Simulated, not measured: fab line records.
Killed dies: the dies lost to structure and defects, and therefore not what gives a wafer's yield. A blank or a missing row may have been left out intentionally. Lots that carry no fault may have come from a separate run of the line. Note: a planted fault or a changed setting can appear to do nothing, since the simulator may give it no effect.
A struck lot beside a sound one ; flow nand_harc ; 15 steps out of a route of 1159
Sound: the wafers L800.2, L800.5, L800.6. Struck: wafer L791.2 (left out: L791.3, a lot-mate that was not struck); the cause follows at the end.
Order at every step that has rows: each side's tool, ch and its chambers, its first start. Under that, the readings that differ: sound wafers ; struck wafers ; difference of the means ; sigmas: that difference in standard deviations of wafers without a fault.
alike: readings whose means differ by less than 2 such deviations, and words and numbers that are the same on both sides. not compared: withheld readings, readings that some wafer has no value for, bounds like >300 that may hide the same value, and numbers for which the record gives no deviation and whose values overlap.
Wherever a step has rows on one side only, a row that says differs or no value, or a row with sigmas, the two part there. Numbers that have no deviation but don't overlap get no sigmas and don't part them. Lack of a reading on every wafer of one side parts them only where that side has two or more wafers.

first, 7 steps without rows for these wafers: NHARC_A_CONTACT_COAT_35 (time 65 s); NHARC_A_CONTACT_COAT_36 (resist thk 90 nm); NHARC_A_CONTACT_SOFTBAKE_37 (time 55 s); NHARC_A_CONTACT_EBR_38; NHARC_A_CONTACT_EXPOSE_39 (exposes mask A CC 3); NHARC_A_CONTACT_PEB_40 (peb time 65 s); NHARC_A_CONTACT_DEVELOP_41 (develop time 35 s).
NHARC_A_CONTACT_CD_MEAS_42: the cd target is 200 nm.
  sound on cd_sem-02 ch 0, day 21 09:21; struck on cd_sem-02 ch 0, day 18 17:12
  alike: cd_nm
NHARC_A_CONTACT_OVL_MEAS_43:
  struck on overlay-01, day 18 17:17; sound on overlay-01, day 21 09:26
  alike: overlay_x_nm, overlay_y_nm
NHARC_A_CONTACT_INSPECT_44:
  struck on defect_inspect-02, day 18 17:19; sound on defect_inspect-02, day 21 09:28
  alike: raw_defect_count
NHARC_A_CONTACT_DESCUM_47: chemistry O2, time 3 s.
  sound on rie_diel-02 ch 1,2,3, day 21 09:34; struck on rie_diel-09 ch 3, day 18 17:23
  alike: drypump_motor_current_A, o2_flow_sccm, oes_product_au, rf_vpp_V, showerhead_plenum_p_Torr, throttle_valve_pct
  not compared: rf_hours_counter_h
NHARC_A_CONTACT_ETCH_48: etches the open film in CF4, target depth 39 nm, time 65 s.
  sound on rie_diel-02 ch 2,3, day 21 09:37; struck on rie_diel-09 ch 0, day 18 17:28
  alike: drypump_motor_current_A, oes_product_au, rf_vpp_V, run_length_s, showerhead_plenum_p_Torr, throttle_valve_pct
  not compared: rf_hours_counter_h
NHARC_A_CONTACT_ETCH_49: etches the open film in N2/H2, target depth 260 nm, time 475.3 s.
  sound on rie_diel-02 ch 0,1,2, day 21 09:46; struck on rie_diel-09 ch 2, day 18 17:34
reading;sound;struck;difference;sigmas
run_length_s (s);496.3 496.6 496.7;382.0;-114.5;-99 or more
  alike: drypump_motor_current_A, oes_product_au, rf_vpp_V, showerhead_plenum_p_Torr, throttle_valve_pct
  not compared: rf_hours_counter_h
NHARC_A_CONTACT_ETCH_50: etches the open film in CF4/CHF3, target depth 84.7 nm, time 42.4 s.
  sound on rie_diel-02 ch 0,3; struck on rie_diel-09 ch 1
reading;sound;struck;difference;sigmas
drypump_motor_current_A (A);6.29 6.47 6.29;5.47;-0.88;-3
oes_product_au (a.u.);0.925 0.920 0.922;0.978;+0.056;+3
  alike: rf_vpp_V, run_length_s, showerhead_plenum_p_Torr, throttle_valve_pct
  not compared: rf_hours_counter_h
-- record jumps: 3 days between struck wafers' starts before vs after; left off in module A_CONTACT, resumes in module END, first step shown is number 1159 of the route --
NHARC_END_SORT_01:
  only the struck wafers appear in the record here, on prober-02 ch 0 at day 21 14:04; the sound ones have no rows

== WHERE THEY PART ==
Earliest at NHARC_A_CONTACT_ETCH_49; latest, in this record, at NHARC_END_SORT_01.

WHY: what the simulator had put in
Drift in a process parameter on rie_diel-09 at NHARC_A_CONTACT_ETCH_49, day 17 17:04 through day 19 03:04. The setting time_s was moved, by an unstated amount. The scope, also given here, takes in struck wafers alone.
